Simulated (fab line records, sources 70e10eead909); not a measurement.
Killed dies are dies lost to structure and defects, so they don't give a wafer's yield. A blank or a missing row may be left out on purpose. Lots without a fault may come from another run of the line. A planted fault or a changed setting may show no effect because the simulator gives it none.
fab line records | flow nand_harc
record lots=6 wafers=18 last_day=32
route steps=1302 shown P_ZERO_WELL@20 END@1302
lots that met no fault: from a run of the same line without faults
start_h: hours from the record's first day to the start of the lot's first wafer shown | wait_h: hours since the lot's step before | " the same as in the row above | L1.1+2: a row that stands for several wafers | - no value, or no start given | * or withheld: withheld | < > ~ a bound
route shown NAME@n: a module of which the file shows steps, and the number in the route of the first | usual: mean/standard deviation of fault-free wafers | same: alike in all rows | chamber/n: place in a boat | sites: the reading at each site | _std_site: their standard deviation | _edge_site: outer sites' mean less inner sites' | radius_mm: how far each site lies from the wafer's centre | mask NAME#n: copy n | behind: the tool/chamber that last shaped the wafer | hold: why the lot was held/for how many hours/how that ended | device: the transistor (n, p or np) that didn't switch | end of line: the same wafers' tests at the end of the route | a step without rows: its recipe alone | killed: dies lost to structure and defects at the first sort, not the wafer's yield | map: a wafer's dies, x killed, . not, _ none there
set.NAME: the setting as run; set.NAME@STEP: as run at that earlier step | model.NAME: the simulator's own value behind a step, which no gauge read
lots at some steps of the route; a table a step, a row a wafer
services: from which hour (start_h, from the record's first day; less than 0 if before it) a tool's chamber was out of use, for how many hours, and why
## steps
# step NHARC_P_ZERO_WELL_STRIP_15
# recipe time_s=900 temp_c=130 chemistry=SPM
# step NHARC_P_ZERO_WELL_DEHYDRATE_16
# recipe temp_c=150 time_s=120
# step NHARC_P_ZERO_WELL_HMDS_17
# recipe time_s=30
# step NHARC_P_ZERO_WELL_COAT_18
# recipe spin_rpm=withheld
# step NHARC_P_ZERO_WELL_SOFTBAKE_19
# recipe temp_c=122 time_s=95
# step NHARC_P_ZERO_WELL_EBR_20
# step NHARC_P_ZERO_WELL_EXPOSE_21
# recipe na=0.6 target_cd_nm=720 dose_mj=22.31 mask_id=P_NWELL
# step NHARC_P_ZERO_WELL_PEB_22
# recipe peb_temp_c=118 peb_time_s=85
# step NHARC_P_ZERO_WELL_DEVELOP_23
# recipe time_s=70
# step NHARC_P_ZERO_WELL_CD_MEAS_24
# recipe target_cd_nm=720 landing_energy_ev=500
# usual cd_nm=719.2/1.4
# columns lot.wafer tool chamber start_h wait_h cd_nm
L520.1 cd_sem-02 0 42.45 - 718.4
L520.3 " 0 " " 719.9
L520.6 " 0 " " 719.7
L523.1 cd_sem-01 0 72.47 - 719.5
L523.3 " 0 " " 717.2
L523.5 " 0 " " 718.3
L524.1 cd_sem-01 0 82.45 - 720.9
L524.2 " 0 " " 719.5
L524.4 " 0 " " 721.6
L533.1 cd_sem-02 0 172.49 - 720.9
L533.2 " 0 " " 720.6
L533.6 " 0 " " 719.2
L535.1 cd_sem-01 0 195.15 - 720.0
L535.3 " 0 " " 717.7
L535.5 " 0 " " 717.7
L538.1 cd_sem-02 0 222.57 - 719.1
L538.3 " 0 " " 719.9
L538.4 " 0 " " 719.6
# step NHARC_P_ZERO_WELL_HARDBAKE_25
# recipe temp_c=125 time_s=80
# step NHARC_P_ZERO_WELL_DESCUM_26
# recipe time_s=3 o2_flow_sccm=200 ar_flow_sccm=0 bias_power_w=0 chemistry=O2
# usual drypump_motor_current_A=5.6/0.47 oes_product_au=1.003/0.013 rf_vpp_V=57.7/0.82 showerhead_plenum_p_Torr=1.91/0.068 throttle_valve_pct=11.311/0.0092
# columns lot.wafer tool chamber start_h wait_h drypump_motor_current_A oes_product_au rf_hours_counter_h rf_vpp_V showerhead_plenum_p_Torr throttle_valve_pct
L520.1 rie_diel-03 2 42.62 - 4.8 1.017 40 57.9 1.91 11.305
L520.3 " 3 " " 5.7 1.004 34 57.8 1.79 11.308
L520.6 " 3 " " 5.6 1.008 - 57.8 1.79 11.299
L523.1 rie_diel-09 3 72.63 - 6.6 1.007 33 57.2 1.95 11.311
L523.3 " 1 " " 5.7 0.987 27 57.1 1.93 11.336
L523.5 " 3 " " 6.6 1.013 - 56.6 1.95 11.304
L524.2 rie_diel-03 2 82.63 - 4.8 1.002 54 58.1 1.90 11.309
L524.1 " 3 " " 5.7 1.002 52 56.6 1.78 11.311
L524.4 " 0 " " 5.3 1.005 58 57.5 1.89 11.314
L533.2 rie_diel-09 1 172.65 - 5.7 0.983 7 58.0 1.92 11.308
L533.1 " 0 " " 5.7 0.987 7 57.0 1.90 11.312
L533.6 " 1 " " 5.7 0.979 - 58.4 1.92 11.319
L535.1 rie_diel-03 2 195.45 - 4.8 0.992 24 58.7 1.89 11.308
L535.3 " 0 " " 5.3 1.014 28 56.2 1.88 11.302
L535.5 " 0 " " 5.3 1.014 - 57.4 1.88 11.303
L538.3 rie_diel-09 1 222.74 - 5.7 0.981 20 57.5 1.92 11.299
L538.4 " 2 " " 5.5 0.991 22 57.9 1.98 11.314
L538.1 " 3 " " 6.6 0.991 24 59.4 1.94 11.312
# step NHARC_P_ZERO_WELL_IMPLANT_27
# recipe energy_kev=600 dose_cm2=1e+13 tilt_deg=7
# usual beam_energy_keV=599.99/0.17 beam_on_s=10.00/0.21 tilt_deg=7.000/0.018
# columns lot.wafer tool chamber start_h wait_h beam_energy_keV beam_on_s tilt_deg
L520.1 implanter-01 0 42.77 0.1 599.85 9.95 7.014
L520.3 " 0 " " 600.19 9.92 7.015
L520.6 " 0 " " 599.84 10.19 7.010
L523.1 implanter-01 - 72.78 0.1 - - -
L523.3 " - " " - - -
L523.5 " - " " - - -
L524.1 implanter-01 - 82.76 0.1 - - -
L524.2 " - " " - - -
L524.4 " - " " - - -
L533.1 implanter-02 0 172.80 0.1 600.01 10.16 7.010
L533.2 " 0 " " 599.99 9.83 7.015
L533.6 " 0 " " 600.01 9.70 7.029
L535.1 implanter-02 0 195.62 0.2 599.87 10.57 6.990
L535.3 " 0 " " 600.00 10.03 6.994
L535.5 " 0 " " 599.93 9.84 6.988
L538.1 implanter-01 0 222.88 0.1 600.04 10.26 6.993
L538.3 " 0 " " 600.15 9.95 7.012
L538.4 " 0 " " 600.04 10.16 7.019
# step NHARC_P_ZERO_WELL_IMPLANT_57
# recipe energy_kev=250 dose_cm2=4e+12 tilt_deg=7
# step NHARC_END_SORT_01
# recipe temp_c=25
# usual killed_at_array=49/18 killed_at_other=0.7/1.1 killed_at_periphery=4.0/2.6 killed_dies=54/19 killed_open=3.4/1.7 killed_short=2.5/1.7
# same gross_dies=677
# columns lot.wafer tool chamber start_h wait_h killed_at_array killed_at_other killed_at_periphery killed_dies killed_open killed_short
L524.1 prober-02 0 602.66 2.5 67 1 609 677 0 3
L524.2 prober-02 0 603.46 2.8 58 0 619 677 3 3
L524.4 prober-02 0 605.05 3.4 80 0 597 677 0 3
L523.1 prober-01 0 602.67 2.5 44 3 630 677 6 2
L523.3 prober-01 0 604.26 3.1 28 1 648 677 4 0
L523.5 prober-01 0 605.86 3.7 56 4 617 677 2 2
# killed by level:class
L524.1 P_ZERO_WELL:area_implant=606 A_CHANNEL_HOLE_D1:chamber_film_flake=26 A_SLIT:chamber_film_flake=22 A_CHANNEL_HOLE_D2:chamber_film_flake=8 P_ZERO_WELL:chamber_film_flake=3 A_CONTACT:chamber_film_flake=3 A_CHANNEL_FILL_D1:chamber_film_flake=3 A_STAIRCASE:chamber_film_flake=2
L523.1 P_ZERO_WELL:area_implant=628 A_CHANNEL_HOLE_D2:chamber_film_flake=26 A_SGD_CUT:chamber_film_flake=3 A_CONTACT:chamber_film_flake=3 THIN_TSV:chamber_film_flake=3 A_CHANNEL_FILL_D2:geometric_particle:open=2 A_CHANNEL_HOLE_D1:chamber_film_flake=2 A_DECK1_JOINT:chamber_film_flake=2
L524.2 P_ZERO_WELL:area_implant=614 A_SLIT:chamber_film_flake=28 A_CHANNEL_HOLE_D1:chamber_film_flake=12 A_CHANNEL_HOLE_D2:chamber_film_flake=5 A_CONTACT:chamber_film_flake=5 A_CHANNEL_FILL_D1:geometric_particle:short=2 P_BONDPAD:chamber_film_flake=2 A_DECK1_JOINT:chamber_film_flake=2
L523.3 P_ZERO_WELL:area_implant=644 A_CHANNEL_HOLE_D2:chamber_film_flake=15 A_CHANNEL_HOLE_D1:chamber_film_flake=4 A_SGD_CUT:chamber_film_flake=4 P_M1:chamber_film_flake=2 P_CONTACT:geometric_particle:open=1 P_M0:geometric_particle:open=1 A_ONON_D2:geometric_particle:open=1
L524.4 P_ZERO_WELL:area_implant=594 A_CHANNEL_HOLE_D1:chamber_film_flake=35 A_SLIT:chamber_film_flake=31 A_CHANNEL_HOLE_D2:chamber_film_flake=7 A_CHANNEL_FILL_D2:geometric_particle:short=2 A_STAIRCASE:chamber_film_flake=2 A_CHANNEL_FILL_D1:geometric_particle:short=1 P_ZERO_WELL:chamber_film_flake=1
L523.5 P_ZERO_WELL:area_implant=616 A_CHANNEL_HOLE_D2:chamber_film_flake=32 A_SGD_CUT:chamber_film_flake=7 A_CHANNEL_HOLE_D1:chamber_film_flake=5 A_CONTACT:chamber_film_flake=4 THIN_TSV:chamber_film_flake=4 A_STAIRCASE:chamber_film_flake=2 P_GATE:geometric_particle:open=1
# map L523.1 (x killed, . not)
____________x____________
_________xxxxxxx_________
_______xxxxxxxxxxx_______
______xxxxxxxxxxxxx______
_____xxxxxxxxxxxxxxx_____
____xxxxxxxxxxxxxxxxx____
____xxxxxxxxxxxxxxxxx____
___xxxxxxxxxxxxxxxxxxx___
___xxxxxxxxxxxxxxxxxxx___
__xxxxxxxxxxxxxxxxxxxxx__
__xxxxxxxxxxxxxxxxxxxxx__
_xxxxxxxxxxxxxxxxxxxxxxx_
_xxxxxxxxxxxxxxxxxxxxxxx_
_xxxxxxxxxxxxxxxxxxxxxxx_
_xxxxxxxxxxxxxxxxxxxxxxx_
_xxxxxxxxxxxxxxxxxxxxxxx_
xxxxxxxxxxxxxxxxxxxxxxxxx
xxxxxxxxxxxxxxxxxxxxxxxxx
xxxxxxxxxxxxxxxxxxxxxxxxx
xxxxxxxxxxxxxxxxxxxxxxxxx
xxxxxxxxxxxxxxxxxxxxxxxxx
_xxxxxxxxxxxxxxxxxxxxxxx_
_xxxxxxxxxxxxxxxxxxxxxxx_
_xxxxxxxxxxxxxxxxxxxxxxx_
_xxxxxxxxxxxxxxxxxxxxxxx_
_xxxxxxxxxxxxxxxxxxxxxxx_
__xxxxxxxxxxxxxxxxxxxxx__
__xxxxxxxxxxxxxxxxxxxxx__
___xxxxxxxxxxxxxxxxxxx___
___xxxxxxxxxxxxxxxxxxx___
____xxxxxxxxxxxxxxxxx____
____xxxxxxxxxxxxxxxxx____
_____xxxxxxxxxxxxxxx_____
______xxxxxxxxxxxxx______
_______xxxxxxxxxxx_______
_________xxxxxxx_________
____________x____________
# map L524.1 (x killed, . not)
____________x____________
_________xxxxxxx_________
_______xxxxxxxxxxx_______
______xxxxxxxxxxxxx______
_____xxxxxxxxxxxxxxx_____
____xxxxxxxxxxxxxxxxx____
____xxxxxxxxxxxxxxxxx____
___xxxxxxxxxxxxxxxxxxx___
___xxxxxxxxxxxxxxxxxxx___
__xxxxxxxxxxxxxxxxxxxxx__
__xxxxxxxxxxxxxxxxxxxxx__
_xxxxxxxxxxxxxxxxxxxxxxx_
_xxxxxxxxxxxxxxxxxxxxxxx_
_xxxxxxxxxxxxxxxxxxxxxxx_
_xxxxxxxxxxxxxxxxxxxxxxx_
_xxxxxxxxxxxxxxxxxxxxxxx_
xxxxxxxxxxxxxxxxxxxxxxxxx
xxxxxxxxxxxxxxxxxxxxxxxxx
xxxxxxxxxxxxxxxxxxxxxxxxx
xxxxxxxxxxxxxxxxxxxxxxxxx
xxxxxxxxxxxxxxxxxxxxxxxxx
_xxxxxxxxxxxxxxxxxxxxxxx_
_xxxxxxxxxxxxxxxxxxxxxxx_
_xxxxxxxxxxxxxxxxxxxxxxx_
_xxxxxxxxxxxxxxxxxxxxxxx_
_xxxxxxxxxxxxxxxxxxxxxxx_
__xxxxxxxxxxxxxxxxxxxxx__
__xxxxxxxxxxxxxxxxxxxxx__
___xxxxxxxxxxxxxxxxxxx___
___xxxxxxxxxxxxxxxxxxx___
____xxxxxxxxxxxxxxxxx____
____xxxxxxxxxxxxxxxxx____
_____xxxxxxxxxxxxxxx_____
______xxxxxxxxxxxxx______
_______xxxxxxxxxxx_______
_________xxxxxxx_________
____________x____________
## services
# columns tool chamber start_h hours kind
rie_diel-09 0 25.42 - clean
rie_diel-09 1 25.42 - clean
rie_diel-09 2 25.42 - clean
rie_diel-09 3 25.42 - clean
rie_diel-03 0 35.37 - clean
rie_diel-03 1 35.37 - clean
rie_diel-03 2 35.37 - clean
rie_diel-03 3 35.37 - clean
rie_diel-09 0 50.12 - clean
rie_diel-09 1 50.12 - clean
rie_diel-09 2 50.12 - clean
rie_diel-09 3 50.12 - clean
rie_diel-03 0 60.83 - clean
rie_diel-03 1 60.83 - clean
rie_diel-03 2 60.83 - clean
rie_diel-03 3 60.83 - clean
implanter-02 - 97.38 2.9 repair
rie_diel-03 1 99.38 11.3 repair
rie_diel-03 - 104.56 9.0 pm
rie_diel-03 2 120.30 5.3 repair
rie_diel-09 - 144.42 9.0 pm
implanter-02 - 146.00 13.0 pm
rie_diel-03 2 158.83 4.5 repair
rie_diel-03 1 192.97 16.2 repair
## key
first_sign step=NHARC_P_ZERO_WELL_IMPLANT_27 reading=tool_record direction=missing
effect step=NHARC_END_SORT_01 reading=killed_at_periphery direction=up sigmas=99+ usual=4.0 struck=620
more_kills_born_at NHARC_P_ZERO_WELL_IMPLANT_27@implanter-01=3702
met_at NHARC_P_ZERO_WELL_IMPLANT_27
struck_wafers L523.1,L523.3,L523.5,L524.1,L524.2,L524.4
later_rows_left_out L523.1,L523.3,L523.5,L524.1,L524.2,L524.4
tester_left_out L523,L524
onset_between 42.77 72.78
fault kind=skipped_step_whole tool=implanter-01 chamber=- onset_h=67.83 steps=NHARC_P_ZERO_WELL_IMPLANT_27 scope=struck_lots_only
# tester_left_out: of these lots the tester's yield and bins aren't shown, on N5 and GAA mostly nor the transistor test; their killed dies are dies lost to structure and defects alone, not to doping, threshold or leakage, so they don't give the yield
# later_rows_left_out: the simulator's readings of these wafers behind a module that went badly wrong aren't trusted and aren't shown, but for the sort
